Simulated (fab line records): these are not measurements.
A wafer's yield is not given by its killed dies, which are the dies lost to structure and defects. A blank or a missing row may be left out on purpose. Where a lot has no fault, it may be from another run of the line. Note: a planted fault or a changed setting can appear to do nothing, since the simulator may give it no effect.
A lot that was struck, set against a sound lot    flow n5_finfet    14 steps out of a route of 1938
Sound: these wafers, L206.2, L206.3, L206.4. The struck wafers were L215.1, L215.5, L215.6. Last of all comes the cause.
Order at every step that has rows: each side's tool, ch and its chambers, its first start. Under that, the readings that differ: sound wafers    struck wafers    difference of the means    sigmas: that difference in standard deviations of wafers without a fault.
alike: a reading whose means differ by less than 2 such deviations, as well as words and numbers matching on both sides. not compared: withheld readings; readings where some wafer has no value; bounds like >300 that might hide an equal value; numbers whose values overlap and for which the record gives no deviation.
A row with sigmas, a row that says differs or no value, or rows on one side alone: a step with any of these is where the two part. Non-overlapping numbers with no deviation appear without sigmas and do not part them. A reading that every wafer of one side lacks parts them only if that side has two wafers or more.

N5_BEOL_M2_STRIP_66: strips in CF4.
  sound on rie_diel-01 ch 1,2,3, day 8 22:31; struck on rie_diel-04 ch 1,2, day 11 02:50
  alike: drypump_motor_current_A, oes_product_au, power_w, rf_fwd_power_W, rf_vpp_V, showerhead_plenum_p_Torr, throttle_valve_pct
  not compared: rf_hours_counter_h
N5_BEOL_M2_HM_OPEN_17: chemistry Cl2/BCl3, target TiN, target depth 20 nm, overetch 6 nm.
  sound on rie_metal-01 ch 0,1, day 8 22:34; struck on rie_metal-02 ch 0,1, day 11 02:53
  alike: drypump_motor_current_A, oes_product_au, rf_fwd_power_W, throttle_valve_pct
  not compared: rf_hours_counter_h
N5_BEOL_M2_STRIP_19: strips in O2.
  sound on rie_diel-01 ch 0,1,3, day 8 22:41; struck on rie_diel-04 ch 1,2,3, day 11 02:59
  alike: drypump_motor_current_A, oes_product_au, rf_vpp_V, showerhead_plenum_p_Torr, throttle_valve_pct
  not compared: rf_hours_counter_h
N5_BEOL_M2_CD_MEAS_18: pitch 36 nm, target cd 18 nm.
  sound on cd_sem-01, day 8 22:46; struck on cd_sem-01, day 11 03:04
  alike: cd_nm
then, 8 steps without rows for these wafers: N5_BEOL_M2_COAT_67 (time 60 s, resist thk 60 nm); N5_BEOL_M2_COAT_68 (time 60 s, resist thk 12 nm); N5_BEOL_M2_COAT_76 (time 60 s, resist thk 5 nm); N5_BEOL_M2_COAT_22 (resist thk 30 nm); N5_BEOL_M2_EBR_24; N5_BEOL_M2_SOFTBAKE_23 (time 60 s); N5_BEOL_M2_EXPOSE_25 (exposes mask V1, defocus 5 nm); N5_BEOL_M2_PEB_26 (peb time 60 s).
N5_BEOL_M2_DEVELOP_27: develop time 30 s.
  sound on litho_track-05 ch 0, day 8 23:08; struck on litho_track-05, day 11 03:19
  no value came back on the struck wafers for chill_plate_temp_C (C), develop_time_s (s); on the sound wafers chill_plate_temp_C (C) reads 23.12 22.91 22.95
reading                                       sound           struck        difference  sigmas
model.CAR-EUV_of_BEOL_M2_COAT_22.thk_nm (nm)  29.4 29.4 29.4  30 30.2 30.2  +1          
N5_BEOL_M2_CD_MEAS_28: target cd 26.2 nm, target cd y 24.1 nm.
  sound on cd_sem-02 ch 0, day 8 23:12; struck on cd_sem-03 ch 0, day 11 03:23
reading     sound              struck  difference                     sigmas
cd_nm (nm)  26.14 26.10 26.16  - - -   no value on the struck wafers  

## WHERE THEY PART
Earliest at N5_BEOL_M2_DEVELOP_27; latest, in this record, at N5_BEOL_M2_CD_MEAS_28.

WHY: the cause the simulator had injected
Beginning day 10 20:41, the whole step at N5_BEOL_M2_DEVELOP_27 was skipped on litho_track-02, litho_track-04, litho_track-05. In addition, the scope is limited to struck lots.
